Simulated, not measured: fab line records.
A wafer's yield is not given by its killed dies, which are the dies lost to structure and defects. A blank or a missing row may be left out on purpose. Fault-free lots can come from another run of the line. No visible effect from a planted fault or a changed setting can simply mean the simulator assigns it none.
Split-lot trial || flow n5Finfet || on a route of 1938 steps: 7 lots, 21 wafers read

THE SPLIT
At N5_SDB_ETCH_18 (etches SOC in N2/H2, target depth 100 nm, overetch 20 nm, time 150 s), the setting sourceW was moved away from the recipe's 840 W on 8 of the 21 wafers read, by -12.8% to +16.2%. All remaining wafers had this setting at the recipe value.

The split's own step is where the reading is taken.

THE READING
rfVppV, in V, at N5_SDB_ETCH_18 (etches SOC in N2/H2, target depth 100 nm, overetch 20 nm, time 150 s). Fault-free wafers of this fab line usually give 524.1 V, standard deviation 2.6 V.

{"wafer": "L081.1", "tool, chamber at the split": "rieDiel-03, 0", "sourceW as run, W": 840, "against the recipe": "recipe", "rfVppV, V": 526.3, "against lot-mates on the recipe": "-"}
{"wafer": "L081.2", "tool, chamber at the split": "rieDiel-03, 1", "sourceW as run, W": 840, "against the recipe": "recipe", "rfVppV, V": 521.5, "against lot-mates on the recipe": "-"}
{"wafer": "L081.3", "tool, chamber at the split": "rieDiel-03, 2", "sourceW as run, W": 840, "against the recipe": "recipe", "rfVppV, V": 522.4, "against lot-mates on the recipe": "-"}
{"wafer": "L082.2", "tool, chamber at the split": "rieDiel-01, 1", "sourceW as run, W": 840, "against the recipe": "recipe", "rfVppV, V": 527.7, "against lot-mates on the recipe": "-"}
{"wafer": "L082.4", "tool, chamber at the split": "rieDiel-01, 3", "sourceW as run, W": 840, "against the recipe": "recipe", "rfVppV, V": 520.4, "against lot-mates on the recipe": "-"}
{"wafer": "L082.6", "tool, chamber at the split": "rieDiel-01, 2", "sourceW as run, W": 840, "against the recipe": "recipe", "rfVppV, V": 525.9, "against lot-mates on the recipe": "-"}
{"wafer": "L083.3", "tool, chamber at the split": "rieDiel-05, 0", "sourceW as run, W": 974.9, "against the recipe": "+16.1%", "rfVppV, V": 498.8, "against lot-mates on the recipe": -24.7}
{"wafer": "L083.4", "tool, chamber at the split": "rieDiel-05, 2", "sourceW as run, W": 974.9, "against the recipe": "+16.1%", "rfVppV, V": 497.0, "against lot-mates on the recipe": -26.5}
{"wafer": "L083.6", "tool, chamber at the split": "rieDiel-05, 0", "sourceW as run, W": 840, "against the recipe": "recipe", "rfVppV, V": 523.5, "against lot-mates on the recipe": "-"}
{"wafer": "L086.1", "tool, chamber at the split": "rieDiel-03, 3", "sourceW as run, W": 732.8, "against the recipe": "-12.8%", "rfVppV, V": 550.9, "against lot-mates on the recipe": "+32.5"}
{"wafer": "L086.2", "tool, chamber at the split": "rieDiel-03, 1", "sourceW as run, W": 840, "against the recipe": "recipe", "rfVppV, V": 518.4, "against lot-mates on the recipe": "-"}
{"wafer": "L086.3", "tool, chamber at the split": "rieDiel-03, 0", "sourceW as run, W": 732.8, "against the recipe": "-12.8%", "rfVppV, V": 550.9, "against lot-mates on the recipe": "+32.5"}
{"wafer": "L087.1", "tool, chamber at the split": "rieDiel-01, 3", "sourceW as run, W": 840, "against the recipe": "recipe", "rfVppV, V": 520.6, "against lot-mates on the recipe": "-"}
{"wafer": "L087.2", "tool, chamber at the split": "rieDiel-01, 0", "sourceW as run, W": 904.1, "against the recipe": "+7.6%", "rfVppV, V": 512.8, "against lot-mates on the recipe": -11.2}
{"wafer": "L087.3", "tool, chamber at the split": "rieDiel-01, 1", "sourceW as run, W": 840, "against the recipe": "recipe", "rfVppV, V": 527.4, "against lot-mates on the recipe": "-"}
{"wafer": "L088.1", "tool, chamber at the split": "rieDiel-01, 0", "sourceW as run, W": 944.8, "against the recipe": "+12.5%", "rfVppV, V": 504.0, "against lot-mates on the recipe": -23.7}
{"wafer": "L088.4", "tool, chamber at the split": "rieDiel-01, 1", "sourceW as run, W": 840, "against the recipe": "recipe", "rfVppV, V": 527.7, "against lot-mates on the recipe": "-"}
{"wafer": "L088.6", "tool, chamber at the split": "rieDiel-01, 2", "sourceW as run, W": 944.8, "against the recipe": "+12.5%", "rfVppV, V": 506.5, "against lot-mates on the recipe": -21.2}
{"wafer": "L090.2", "tool, chamber at the split": "rieDiel-03, 0", "sourceW as run, W": 976, "against the recipe": "+16.2%", "rfVppV, V": 500.2, "against lot-mates on the recipe": -23.4}
{"wafer": "L090.4", "tool, chamber at the split": "rieDiel-03, 1", "sourceW as run, W": 840, "against the recipe": "recipe", "rfVppV, V": 520.3, "against lot-mates on the recipe": "-"}
{"wafer": "L090.6", "tool, chamber at the split": "rieDiel-03, 0", "sourceW as run, W": 840, "against the recipe": "recipe", "rfVppV, V": 526.9, "against lot-mates on the recipe": "-"}

THE FIT
A straight line over all 21 wafers: rfVppV changes by -1.71 V for each +1% of sourceW; r = -0.97; the points scatter about the line by 3.3 V.
The same after taking each lot's own level away (the mean of its wafers on the recipe; 21 wafers): -1.89 V for each +1%; r = -0.97; scatter 3.8 V.
According to that fit, moving sourceW by its largest amount changes the reading by 31 V.
Measured against the standard deviation above, the lots' own levels, which go from 518.40 to 527.70 V, span 3.6 times it.
Hence the lot-to-lot level has little effect on the slope; both slopes agree.
Check: -29.9 V against its lot-mates is what the line predicts for one of the wafers moved furthest among these (+16.2%) when that wafer is left out of the fit. It came out at -23.4 V against them.
Tool readings at the split's step, against how far the setting was moved: rfVppV r = -0.97.

OTHER SPLITS ON THESE WAFERS
Note: prior to the reading, these wafers also went through further splits. Each is held against what the fit with the lots' levels taken away leaves over:
{"other split on the same wafers": "N5_SD_EPI_N_DESCUM_14 timeS", "wafers away from the commonest value": 6, "r with rfVppV (lot level and that fit taken away)": "+0.14"}
{"other split on the same wafers": "N5_SDB_COAT_03 spinRpm", "wafers away from the commonest value": 5, "r with rfVppV (lot level and that fit taken away)": "+0.00"}

THE WHOLE CHAIN: every reading that the file lists as answering this split, in the file's order
{"step": "N5_SDB_ETCH_18", "what it does": "etches SOC in N2/H2, target depth 100 nm, overetch 20 nm, time 150 s", "reading": "rfVppV", "change (the file's fit)": "-1.75 V for each +1% of the setting", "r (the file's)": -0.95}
{"step": "N5_SDB_ETCH_18", "what it does": "etches SOC in N2/H2, target depth 100 nm, overetch 20 nm, time 150 s", "reading": "SiARC_of_SDB_COAT_04.thkNm (the simulator's own value, which no gauge read)", "change (the file's fit)": "-0.046 nm for each +1% of the setting", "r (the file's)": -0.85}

THE FILE'S OWN FIT
rfVppV changes by -1.75 V for each +1% of sourceW, r = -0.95.
